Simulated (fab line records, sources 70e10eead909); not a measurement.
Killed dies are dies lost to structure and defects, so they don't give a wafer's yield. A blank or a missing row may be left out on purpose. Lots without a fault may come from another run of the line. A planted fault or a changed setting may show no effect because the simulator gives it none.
A struck lot beside a sound one | flow nand_harc | 15 steps out of a route of 1302
Sound: wafers L677.1, L677.3, L677.4. Struck: wafers L692.2, L692.3, L692.6. The cause comes at the end.
At each step with rows: each side's tool, then ch and its chambers, then its first start. Under that, the readings that differ: sound wafers | struck wafers | difference of the means | sigmas: that difference in standard deviations of wafers without a fault.
alike: readings whose means differ by less than 2 such deviations, and words and numbers that are the same on both sides. not compared: withheld readings, readings that some wafer has no value for, bounds like >300 that may hide the same value, and numbers for which the record gives no deviation and whose values overlap.
The two part at a step that has a row with sigmas, a row that says differs or no value, or rows on one side only. Numbers that don't overlap but have no deviation are shown without sigmas and don't part them. A reading that every wafer of one side lacks parts them only if that side has two wafers or more.

first, 7 steps without rows for these wafers: NHARC_A_M0_COAT_33 (time 65 s); NHARC_A_M0_COAT_03 (resist thk 90 nm); NHARC_A_M0_SOFTBAKE_04 (time 55 s); NHARC_A_M0_EBR_05; NHARC_A_M0_EXPOSE_06 (exposes mask A M0, target cd 80 nm); NHARC_A_M0_PEB_07 (peb time 65 s); NHARC_A_M0_DEVELOP_08 (develop time 35 s).
NHARC_A_M0_CD_MEAS_09: target cd 80 nm.
  sound on cd_sem-02 ch 0, day 22 14:53; struck on cd_sem-01 ch 0, day 28 18:53
  alike: cd_nm
NHARC_A_M0_OVL_MEAS_10: pitch 160 nm.
  sound on overlay-01, day 22 14:58; struck on overlay-01, day 28 18:59
  reading           | sound          | struck      | difference | sigmas
  overlay_y_nm (nm) | -1.0 -0.8 -0.5 | 1.4 1.3 1.3 | +2.1       | +3
  alike: overlay_x_nm
NHARC_A_M0_INSPECT_11:
  sound on defect_inspect-01, day 22 15:01; struck on defect_inspect-02, day 28 19:01
  alike: raw_defect_count
NHARC_A_M0_DESCUM_14: chemistry O2, time 3 s.
  sound on rie_diel-11 ch 0,2,3, day 22 15:05; struck on rie_diel-07 ch 0,1, day 28 19:05
  alike: drypump_motor_current_A, o2_flow_sccm, oes_product_au, rf_vpp_V, showerhead_plenum_p_Torr, throttle_valve_pct
  not compared: rf_hours_counter_h
NHARC_A_M0_ETCH_34: etches the open film in N2/H2, target depth 40 nm, overetch 12 nm, time 43.94 s.
  sound on rie_diel-11 ch 0,1,2, day 22 15:10; struck on rie_diel-07 ch 0,1,2, day 28 19:11
  alike: bias_w, chamber_pressure_mTorr, drypump_motor_current_A, oes_product_au, rf_vpp_V, showerhead_plenum_p_Torr, throttle_valve_pct
  not compared: rf_hours_counter_h
NHARC_A_M0_ETCH_15: etches the open film in C4F8/Ar, target depth 150 nm, overetch 15 nm, time 82.5 s.
  sound on rie_diel-11 ch 0,2,3, day 22 15:16; struck on rie_diel-07 ch 0,1, day 28 19:17
  no value came back on the struck wafers for any of 5 readings (bias_w (W), chamber_pressure_mTorr (mTorr) and others); on the sound wafers bias_w (W) reads 300.7 299.6 299.3
NHARC_A_M0_CD_MEAS_16:
  sound on cd_sem-02, day 22 15:22; struck on cd_sem-01, day 28 19:25
  alike: cd_nm
NHARC_END_SORT_01:
  the record has rows for the struck wafers here (prober-02 ch 0, day 30 17:36) and none for the sound ones

WHERE THEY PART
First at NHARC_A_M0_OVL_MEAS_10; last, within this record, at NHARC_END_SORT_01.

WHY: what the simulator had put in
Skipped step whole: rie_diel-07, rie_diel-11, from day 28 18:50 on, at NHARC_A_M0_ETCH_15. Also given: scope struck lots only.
